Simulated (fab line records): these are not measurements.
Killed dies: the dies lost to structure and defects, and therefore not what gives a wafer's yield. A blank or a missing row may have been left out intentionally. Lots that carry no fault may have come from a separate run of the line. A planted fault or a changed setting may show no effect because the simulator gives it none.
Which of the tools did it? | flow nand_harc | 6 lots, 18 wafers sampled, at 1 step of a route of 1302

== WHAT THE GAUGES SHOWED, per wafer ==
NHARC_A_ZERO_WELL_CD_MEAS_10 targets a cd of 2000 nm.
lot  | measured     | on        | cd_nm (nm)
L650 | day 7 15:55  | cd_sem-01 | 1998.3 1998.3 1999.8
L652 | day 8 13:52  | cd_sem-02 | 1999.9 1997.6 1999.8
L654 | day 9 07:41  | cd_sem-01 | 2000.0 2001.5 1999.9
L656 | day 10 08:59 | cd_sem-02 | 2000.2 1999.9 1999.4
L662 | day 12 19:18 | cd_sem-01 | 1999.6 1999.6 1996.3
L670 | day 16 01:42 | cd_sem-01 | 2001.3 2000.1 2001.6

== WHICH TOOL RAN EACH LOT (tool, then ch and the chambers of the sampled wafers, then the start) ==
The record shows no process step preceding these readings.

== THE ANSWER, worked out from the rows above alone ==
Rule: the lots themselves supply what counts as usual. The widest of any qualifying gaps counts: lots, ordered by their means at a reading, are off when they make up no more than a third of the lots, leave a main group of 4 or more, and stand apart from it by 3 or more times the standard deviation of that group's means. A main group is skipped when, at the precision printed for the reading in the tables above, its means are all equal. Also off: a lot with no number at a reading for which 4 or more lots have one. All remaining lots with rows at the step are treated as sound.
Across all readings shown, no lot is off: no conclusion can be drawn from this.

== WHAT HAD BEEN PUT IN BY THE SIMULATOR ==
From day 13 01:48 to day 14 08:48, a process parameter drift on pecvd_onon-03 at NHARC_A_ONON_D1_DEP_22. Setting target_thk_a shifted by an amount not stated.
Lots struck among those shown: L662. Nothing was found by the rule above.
